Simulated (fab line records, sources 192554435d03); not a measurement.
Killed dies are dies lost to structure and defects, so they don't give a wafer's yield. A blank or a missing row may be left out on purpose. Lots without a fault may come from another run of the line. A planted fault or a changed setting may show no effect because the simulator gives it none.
fab line records | flow n5_finfet
record lots=10 wafers=30 last_day=18
route steps=1938 shown BEOL_M8@1376 BEOL_M9@1401 PASSIVATION@1936
lots that met no fault: from a run of the same line without faults
start_h: hours from the record's first day to the start of the lot's first wafer shown | wait_h: hours since the lot's step before | " the same as in the row above | L1.1+2: a row that stands for several wafers | - no value, or no start given | * or withheld: withheld | < > ~ a bound
route shown NAME@n: a module of which the file shows steps, and the number in the route of the first | usual: mean/standard deviation of fault-free wafers | same: alike in all rows | chamber/n: place in a boat | sites: the reading at each site | _std_site: their standard deviation | _edge_site: outer sites' mean less inner sites' | radius_mm: how far each site lies from the wafer's centre | mask NAME#n: copy n | behind: the tool/chamber that last shaped the wafer | hold: why the lot was held/for how many hours/how that ended | device: the transistor (n, p or np) that didn't switch | end of line: the same wafers' tests at the end of the route | a step without rows: its recipe alone | killed: dies lost to structure and defects at the first sort, not the wafer's yield | map: a wafer's dies, x killed, . not, _ none there
set.NAME: the setting as run; set.NAME@STEP: as run at that earlier step | model.NAME: the simulator's own value behind a step, which no gauge read
steps of the route over a sample of lots; a table a step, a row a wafer
services: from which hour (start_h, from the record's first day; less than 0 if before it) a tool's chamber was out of use, for how many hours, and why
## steps
# step N5_BEOL_M8_STRIP_36
# recipe chemistry=N2/H2 power_w=450 temp_c=40 pressure_mtorr=20 rf_frequency_hz=6e+07 overash_fraction=0.3 bias_power_w=7 h2_frac=0.5 n2_flow_sccm=200 h2_flow_sccm=200
# usual drypump_motor_current_A=5.7/0.47 oes_product_au=0.77/0.057 rf_vpp_V=59.0/1.4 showerhead_plenum_p_Torr=2.51/0.082 throttle_valve_pct=23.7/0.36
# columns lot.wafer tool chamber start_h wait_h drypump_motor_current_A oes_product_au rf_hours_counter_h rf_vpp_V showerhead_plenum_p_Torr throttle_valve_pct
L808.3 rie_diel-02 2 205.98 0.0 5.7 0.88 57 57.2 2.49 24.3
L808.4 " 0 " " 5.3 0.68 205 58.7 2.52 23.8
L808.6 " 1 " " 6.2 0.75 - 57.7 2.42 23.4
L811.1 rie_diel-04 0 226.90 0.0 6.2 0.86 58 59.2 2.46 23.4
L811.2 " 1 " " 5.4 0.74 158 59.6 2.45 24.2
L811.6 " 0 " " 6.1 0.84 - 58.5 2.46 23.4
L815.1 rie_diel-04 2 251.09 0.0 4.7 0.83 71 59.8 2.57 23.4
L815.3 " 3 " " 5.5 0.80 73 57.7 2.55 23.4
L815.6 " 1 " " 5.4 0.73 - 55.8 2.45 24.3
L814.1 rie_diel-04 2 253.84 0.0 4.7 0.83 72 61.3 2.57 23.3
L814.2 " 1 " " 5.4 0.73 168 58.1 2.44 24.3
L814.3 " 3 " " 5.5 0.81 74 58.2 2.55 23.4
L822.1 rie_diel-02 3 310.97 0.0 5.9 0.73 181 57.9 2.64 23.3
L822.3 " 1 " " 6.2 0.72 187 60.7 2.40 23.5
L822.6 " 3 " " 5.9 0.72 - 60.2 2.64 23.4
L830.2 rie_diel-02 1 354.91 0.0 6.2 0.71 200 58.6 2.40 23.5
L830.4 " 3 " " 5.9 0.73 - 60.2 2.63 23.4
L830.6 " 2 " " 5.7 0.82 - 58.2 2.47 24.4
L826.1 rie_diel-02 2 358.67 0.0 5.8 0.79 107 58.1 2.47 24.4
L826.2 " 1 " " 6.1 0.70 203 59.0 2.40 23.5
L826.5 " 1 " " 6.2 0.70 - 57.9 2.40 23.5
L828.3 rie_diel-01 1 365.06 0.0 5.0 0.82 64 59.1 2.67 23.5
L828.4 " 0 " " 6.2 0.77 132 60.4 2.43 23.5
L828.5 " 1 " " 5.0 0.83 - 57.7 2.67 23.5
L831.2 rie_diel-02 3 365.10 0.0 5.9 0.71 197 58.8 2.63 23.4
L831.3 " 2 " " 5.7 0.79 109 59.3 2.47 24.4
L831.5 " 3 " " 5.9 0.71 - 60.3 2.63 23.4
L829.2 rie_diel-04 0 365.24 0.0 6.2 0.80 103 58.9 2.44 23.5
L829.3 " 2 " " 4.7 0.80 107 58.0 2.56 23.3
L829.5 " 1 " " 5.4 0.71 - 59.1 2.43 24.3
# step N5_BEOL_M8_RS_MEAS_57
# recipe thk_meas_gauge=four-point-probe reads=Cu_of_BEOL_M8_ECD_50+Co_of_BEOL_M8_CVD_78+TaN_of_BEOL_M8_ALD_77
# usual M8_RS=0.289/0.0077
# columns lot.wafer tool chamber start_h wait_h M8_RS[ohm/sq]
L808.3 film_metro-01 - 208.79 0.1 0.279
L808.4 " - " " 0.294
L808.6 " - " " 0.289
L811.1 film_metro-02 - 230.05 0.1 0.286
L811.2 " - " " 0.303
L811.6 " - " " 0.280
L815.1 film_metro-01 - 255.23 0.1 0.288
L815.3 " - " " 0.293
L815.6 " - " " 0.281
L814.1 film_metro-02 - 257.26 0.1 0.284
L814.2 " - " " 0.280
L814.3 " - " " 0.280
L822.1 film_metro-01 - 314.75 0.1 0.279
L822.3 " - " " 0.281
L822.6 " - " " 0.289
L830.2 film_metro-01 - 359.31 0.1 0.280
L830.4 " - " " 0.277
L830.6 " - " " 0.278
L826.1 film_metro-01 - 362.28 0.1 0.283
L826.2 " - " " 0.300
L826.5 " - " " 0.287
L831.2 film_metro-01 - 367.55 0.1 0.281
L831.3 " - " " 0.291
L831.5 " - " " 0.291
L828.3 film_metro-01 - 369.65 0.1 0.286
L828.4 " - " " 0.283
L828.5 " - " " 0.293
L829.2 film_metro-01 - 370.11 0.1 0.278
L829.3 " - " " 0.279
L829.5 " - " " 0.292
# step N5_BEOL_M9_ILD_DEP_00
# recipe material=SiCOH_lowk target_thk_a=3085.1 temp_c=300 precursor=DEMS/porogen pressure_torr=5 rf_w=500 time_s=58
# usual heater_power_w=293/45 run_length_s=100.9/0.55 showerhead_plenum_p_Torr=5.739/0.019 showerhead_vpp_V=1439/67 throttle_valve_pct=13.5/0.64
# columns lot.wafer tool chamber start_h wait_h heater_power_w run_length_s showerhead_plenum_p_Torr showerhead_vpp_V throttle_valve_pct
L808.3 pecvd-03 0 208.88 0.1 349 101.6 5.751 1471 13.4
L808.4 " 1 " " 262 101.6 5.712 1471 13.6
L808.6 " 1 " " 274 101.3 5.711 1480 13.4
L811.1 pecvd-04 1 230.12 0.0 397 101.0 5.751 1566 14.2
L811.2 " 2 " " 320 100.6 5.742 1400 13.1
L811.6 " 0 " " 306 101.0 5.770 1475 13.1
L815.1 pecvd-02 1 255.29 0.0 231 101.0 5.713 1421 13.8
L815.3 " 0 " " 261 109.3 5.738 1454 14.5
L815.6 " 0 " " 271 109.5 5.736 1488 14.8
L814.1 pecvd-02 0 257.32 0.0 280 109.0 5.718 1483 14.4
L814.2 " 2 " " 315 101.2 5.749 1310 12.4
L814.3 " 1 " " 236 100.7 5.726 1403 13.9
L822.1 pecvd-04 1 314.82 0.0 376 101.4 5.747 1584 14.4
L822.3 " 0 " " 334 101.3 5.764 1483 13.0
L822.6 " 2 " " 308 99.9 5.752 1405 12.7
L830.2 pecvd-03 1 359.38 0.0 261 100.9 5.722 1466 13.6
L830.4 " 2 " " 299 100.1 5.732 1455 13.0
L830.6 " 0 " " 288 102.3 5.747 1473 13.7
L826.1 pecvd-04 1 362.34 0.0 350 101.3 5.747 1557 14.0
L826.2 " 2 " " 290 100.8 5.744 1414 13.2
L826.5 " 1 " " 358 100.8 5.763 1533 13.9
L831.2 pecvd-02 1 367.61 0.0 224 101.1 5.729 1414 13.7
L831.3 " 0 " " 279 100.5 5.728 1472 14.2
L831.5 " 2 " " 329 101.4 5.765 1321 12.7
L828.3 pecvd-02 1 369.71 0.0 233 100.9 5.711 1396 14.0
L828.4 " 0 " " 273 100.1 5.733 1483 14.2
L828.5 " 2 " " 336 102.1 5.761 1299 12.3
L829.2 pecvd-02 0 370.17 0.0 268 100.2 5.716 1473 14.7
L829.3 " 2 " " 324 101.9 5.759 1341 12.6
L829.5 " 0 " " 284 100.5 5.731 1484 14.6
# step N5_BEOL_M9_THK_MEAS_01
# recipe reads=SiCOH_lowk_of_BEOL_M9_ILD_DEP_00
# usual M9_ILD_THK=267/3.9
# columns lot.wafer tool chamber start_h wait_h M9_ILD_THK[nm]
L808.3 film_metro-01 - 209.95 0.5 262
L808.4 " - " " 263
L808.6 " - " " 264
L811.1 film_metro-01 - 230.71 0.4 270
L811.2 " - " " 268
L811.6 " - " " 271
L815.1 film_metro-02 - 256.36 0.8 263
L815.3 " - " " 303
L815.6 " - " " 304
L814.1 film_metro-01 - 257.91 0.4 303
L814.2 " - " " 268
L814.3 " - " " 263
L822.1 film_metro-01 - 315.41 0.4 268
L822.3 " - " " 269
L822.6 " - " " 273
L830.2 film_metro-02 - 359.97 0.4 266
L830.4 " - " " 267
L830.6 " - " " 269
L826.1 film_metro-02 - 362.93 0.4 267
L826.2 " - " " 271
L826.5 " - " " 269
L831.2 film_metro-02 - 368.20 0.4 263
L831.3 " - " " 262
L831.5 " - " " 267
L828.3 film_metro-01 - 370.30 0.3 268
L828.4 " - " " 270
L828.5 " - " " 271
L829.2 film_metro-02 - 370.76 0.4 263
L829.3 " - " " 267
L829.5 " - " " 266
# step N5_BEOL_M9_PECVD_70
# recipe material=SiO2 target_thk_a=200 temp_c=400 precursor=TEOS/O2 pressure_torr=5.5 rf_w=450 teos_flow_sccm=53.8 gas=O2 flow_sccm=3000 time_s=22.7
# usual heater_power_w=691/81 showerhead_plenum_p_Torr=8.79/0.08 showerhead_vpp_V=1373/57 throttle_valve_pct=21.7/0.92
# columns lot.wafer tool chamber start_h wait_h heater_power_w showerhead_plenum_p_Torr showerhead_vpp_V throttle_valve_pct
L808.3 pecvd-02 0 209.99 0.0 667 8.75 1412 23.3
L808.4 " 2 " " 647 8.86 1234 20.2
L808.6 " 1 " " 580 8.69 1332 22.4
L811.1 pecvd-03 1 230.75 0.0 598 8.65 1387 21.7
L811.2 " 0 " " 676 8.84 1372 21.6
L811.6 " 0 " " 666 8.86 1375 21.6
L815.1 pecvd-04 1 256.40 0.0 852 8.80 1476 23.1
L815.3 " 2 " " 721 8.85 1318 21.0
L815.6 " 2 " " 745 8.82 1347 20.6
L814.1 pecvd-04 0 257.95 0.0 734 8.89 1403 21.3
L814.2 " 1 " " 799 8.82 1511 22.9
L814.3 " 2 " " 769 8.82 1309 20.8
L822.1 pecvd-03 0 315.44 0.0 775 8.85 1380 21.7
L822.3 " 2 " " 660 8.78 1346 20.9
L822.6 " 1 " " 736 8.66 1401 21.9
L830.2 pecvd-03 0 360.00 0.0 750 8.84 1374 21.8
L830.4 " 0 " " 780 8.85 1361 22.1
L830.6 " 2 " " 625 8.78 1377 20.7
L826.1 pecvd-02 1 362.97 0.0 508 8.70 1342 22.1
L826.2 " 2 " " 738 8.84 1251 20.6
L826.5 " 1 " " 499 8.70 1324 22.3
L831.2 pecvd-02 1 368.24 0.0 582 8.69 1326 22.3
L831.3 " 0 " " 641 8.77 1419 23.6
L831.5 " 2 " " 783 8.86 1226 20.5
L828.3 pecvd-04 1 370.34 0.0 809 8.82 1486 23.2
L828.4 " 1 " " 794 8.83 1470 23.0
L828.5 " 0 " " 651 8.91 1430 21.5
L829.2 pecvd-03 1 370.80 0.0 678 8.68 1398 21.6
L829.3 " 2 " " 664 8.79 1374 21.1
L829.5 " 1 " " 687 8.65 1379 22.1
# step N5_PASSIVATION_PROBE_49
# usual defect_limited_yield=91.5/1.5 killed_at_M0_to_M3=33/10 killed_at_M4_up=15/6.4 killed_at_contacts=12/5.4 killed_at_front_end=38/9.8 killed_at_other=4/3.1 killed_dies=101/18 killed_open=67/14 killed_short=33/7.9 sort_bin_5_function=5.0/1 sort_bin_6_memory=3.2/0.67 sort_n_pass=1079/18 sort_yield_pct=91.5/1.5
# same gross_dies=1180 killed_at_back_side=0 sort_bin_4_leakage[%]=0 sort_bin_8_speed[%]=0
# columns lot.wafer tool chamber start_h wait_h defect_limited_yield[%] killed_at_M0_to_M3 killed_at_M4_up killed_at_contacts killed_at_front_end killed_at_other killed_dies killed_open killed_short sort_bin_5_function[%] sort_bin_6_memory[%] sort_n_pass sort_yield_pct[%]
L814.1 prober-02 - 337.80 0.0 92.6 24 13 7 37 6 87 57 29 4.8 2.1 1093 92.6
L814.2 prober-02 - 337.85 0.1 90.5 24 32 14 39 3 112 81 29 5.8 3.3 1068 90.5
L814.3 prober-02 - 337.90 0.1 89.2 45 29 13 38 3 128 93 33 6.7 4.0 1052 89.2
# killed by level:class
L814.1 STI_FIN_REVEAL:geometric_particle:open=13 BEOL_M4:geometric_particle:open=8 MOL_CONTACT_COAG:geometric_particle:open=7 BEOL_M0_SAQP:geometric_particle:short=6 BEOL_M3:geometric_particle:open=5 FIN_SAQP:geometric_particle:open=4 STARTING-WAFER:geometric_particle:open=4 FIN_SAQP:geometric_particle:short=3
L814.2 BEOL_M4:geometric_particle:open=21 MOL_CONTACT_COAG:geometric_particle:open=13 FIN_SAQP:geometric_particle:open=10 FIN_SAQP:geometric_particle:short=8 STI_FIN_REVEAL:geometric_particle:open=7 BEOL_M3:geometric_particle:open=5 STARTING-WAFER:geometric_particle:short=5 BEOL_M0_SAQP:geometric_particle:open=4
L814.3 BEOL_M3:geometric_particle:open=13 BEOL_M4:geometric_particle:open=12 MOL_CONTACT_COAG:geometric_particle:open=12 BEOL_M0_SAQP:geometric_particle:open=8 BEOL_M0_SAQP:geometric_particle:short=8 GATE_CUT:geometric_particle:short=6 FIN_SAQP:geometric_particle:short=5 STI_FIN_REVEAL:geometric_particle:open=5
## services
# columns tool chamber start_h hours kind
rie_diel-01 - 196.61 0.9 repair
rie_diel-04 3 198.02 17.3 repair
pecvd-02 0 199.26 5.5 scheduled_down
pecvd-03 2 202.38 - clean
pecvd-03 2 202.38 - consumable_replace:showerhead
pecvd-03 2 202.38 29.0 scheduled_down
pecvd-03 2 202.38 29.0 vent_cycle
rie_diel-02 2 220.41 6.5 repair
rie_diel-04 1 221.06 3.8 repair
rie_diel-01 2 231.74 9.0 repair
pecvd-04 2 233.81 14.8 repair
pecvd-04 - 237.05 0.8 repair
pecvd-03 - 255.45 3.2 repair
pecvd-03 0 264.70 12.5 repair
pecvd-04 - 264.72 2.1 repair
pecvd-02 2 268.35 5.5 scheduled_down
rie_diel-04 1 279.28 15.5 repair
pecvd-03 0 286.79 6.2 repair
pecvd-03 1 289.53 4.4 repair
rie_diel-01 3 303.58 4.3 repair
rie_diel-04 1 320.36 8.2 repair
rie_diel-02 0 353.56 - clean
rie_diel-02 0 353.56 - consumable_replace:focus_ring
rie_diel-04 - 354.93 2.8 pm
## key
first_sign step=N5_BEOL_M9_ILD_DEP_00 reading=run_length_s direction=up sigmas=15 usual=* struck=*
effect step=N5_BEOL_M9_THK_MEAS_01 reading=M9_ILD_THK direction=up sigmas=9.1 usual=267 struck=303
met_at N5_BEOL_M9_ILD_DEP_00
struck_lots L814,L815
struck_wafers L814.1,L815.3,L815.6
not_acting_at N5_BEOL_M8_STRIP_36,N5_BEOL_M8_RS_MEAS_57,N5_BEOL_M9_PECVD_70
fault kind=process_parameter_drift tool=pecvd-02 chamber=0 onset_h=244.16 steps=N5_BEOL_M9_ILD_DEP_00 channel=time_s offset=* shape=step end_h=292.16 acts_in=* stated=*
